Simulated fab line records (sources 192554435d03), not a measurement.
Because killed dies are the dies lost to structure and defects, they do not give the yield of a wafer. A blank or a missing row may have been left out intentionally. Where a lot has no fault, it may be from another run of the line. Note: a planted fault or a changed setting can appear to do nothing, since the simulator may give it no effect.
8D (eight disciplines) problem report, filled in by code ; flow n5-finfet ; the parts of the form that need people (team, actions taken, sign-off) are left out

## 1. THE ISSUE
raw-defect-count at N5_GATE_CUT_INSPECT_26 reads a mean of 1204 on 1 wafer of 1 lot; wafers without a fault read 40 with a standard deviation of 16. Measured from the usual mean, that is +73 standard deviations.
The step: inspects for defects (darkfield).
The first sign was on wafer L413.4 at day 8 09:37, on defect-inspect-02. Wafers with a number at this step in the record: 24, from 8 lots. Rule for "out", or "out of limits": more than 4 standard deviations from the usual mean. The rest of the wafers with a number are treated as sound.

## 2. WHAT IT IS, AND WHAT IT ISN'T
question;is;is not
which readings at this step;raw-defect-count;-
which lots;L413;L398, L399, L404, L405, L406, L419, L420
which wafers of those lots;L413.4;L413.3, L413.5
read on which gauges;defect-inspect-02;defect-inspect-01
when;from day 8 09:37;"up to then (17 sound wafers); but 6 sound wafers of L419, L420 came after"

## 3. WHAT RULES OUT EACH SUSPECT
Counting: if a tool at a process step up to the reading ran every lot that is out, it stays a suspect. Sound lots after the first of them don't rule it out here, since some wafers of a struck lot are sound.
- the gauge at N5_GATE_CUT_INSPECT_26: ruled out. All the wafers that are out were read on defect-inspect-02, but those of them that N5_MOL_CONTACT_COAG_INSPECT_10 has rows for are out there too, on other tools.
- rie-diel-06 at N5_GATE_CUT_STRIP_41 (strips in CF4): kept. The lot that is out, L413, ran on it at day 8 06:18; the last sound lot it ran before that was L399, at day 5 01:26.
- cmp-03 at N5_GATE_CUT_CMP_23 (polishes, stops on SiO2, t overpolish 23.4 s, target thk 16 nm): kept. The lot that is out, L413, ran on it at day 8 08:35; the last sound lot it ran before that was L399, at day 5 03:34.
- cmp-03 at N5_GATE_CUT_CMP_61 (polishes, stops on SiNx, t overpolish 3 s): kept. The lot that is out, L413, ran on it at day 8 09:26; the last sound lot it ran before that was L406, at day 6 13:22.
- In rie-diel-06 at N5_GATE_CUT_STRIP_41, the wafers that are out were processed in chamber 3 and their sound lot-mates in chambers 0, 2.
- Within cmp-03 at N5_GATE_CUT_CMP_23, the wafers that are out were processed in chamber 2 and their sound lot-mates in chamber 3.
- In cmp-03 at N5_GATE_CUT_CMP_61, the wafers that are out were processed in chamber 1 and their sound lot-mates in chambers 0, 2.
Still standing after the count: rie-diel-06 at N5_GATE_CUT_STRIP_41, cmp-03 at N5_GATE_CUT_CMP_23, cmp-03 at N5_GATE_CUT_CMP_61.

## 4. THE CAUSE (what the simulator had put in)
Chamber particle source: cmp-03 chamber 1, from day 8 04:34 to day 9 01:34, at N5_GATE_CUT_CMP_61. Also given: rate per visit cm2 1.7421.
Counting leaves 3 suspects; this tool is one of them.

## 5. SEQUENCE OF EFFECTS, ordered by route
Rows list readings where the struck wafers' mean (over those with a number) sits beyond 3 standard deviations from the usual. Only readings for which the record gives a usual standard deviation are gone through. hours: the time from each lot's start at the first step in this table that gives one to its start at this step, as a median over the lots. sigmas: the change in usual standard deviations.
hours;step;reading;usual;on struck wafers;change;sigmas
0;N5_GATE_CUT_INSPECT_26;raw-defect-count;40;1204;+1164;+73
1;N5_MOL_CONTACT_COAG_INSPECT_10;raw-defect-count;73;1267;+1194;+46
194;N5_PASSIVATION_PROBE_49;defect-limited-yield;91.2 %;36.3;-54.9;-39
194;N5_PASSIVATION_PROBE_49;killed-at-front-end;41;725;+684;+62
194;N5_PASSIVATION_PROBE_49;killed-dies;104;752;+648;+40
194;N5_PASSIVATION_PROBE_49;killed-on-rim;14;92;+78;+20
194;N5_PASSIVATION_PROBE_49;killed-open;69;28;-41;-3.2
194;N5_PASSIVATION_PROBE_49;sort_bin_5_function;5.1 %;41.9;+36.8;+40
194;N5_PASSIVATION_PROBE_49;sort_bin_6_memory;3.3 %;16.9;+13.6;+20
194;N5_PASSIVATION_PROBE_49;sort-n-pass;1076;428;-648;-40
194;N5_PASSIVATION_PROBE_49;sort-yield-pct;91.2 %;36.3;-54.9;-39
Its process steps:
- N5_PASSIVATION_PROBE_49
Later steps that measure or inspect, where all struck wafers having a row at the step show a number for every such reading and not one has moved that far: N5_BEOL_M4_RC_MEAS_101.

## 6. HOW IT WOULD HAVE BEEN CAUGHT EARLIER
The first out-of-limits reading at a measuring or inspecting step in this record came at day 8 09:37, 5 hours after the fault's start at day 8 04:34.
An alarm limit of 4 standard deviations would not have fired on the tool readings at N5_GATE_CUT_CMP_61 for which the record gives a usual standard deviation, since none of them was out on any struck wafer.
By day 8 09:37 the whole set of lots that are out, 1 in number, had already begun N5_GATE_CUT_CMP_61 on cmp-03. None of them would have been spared by holding the tool at that moment.
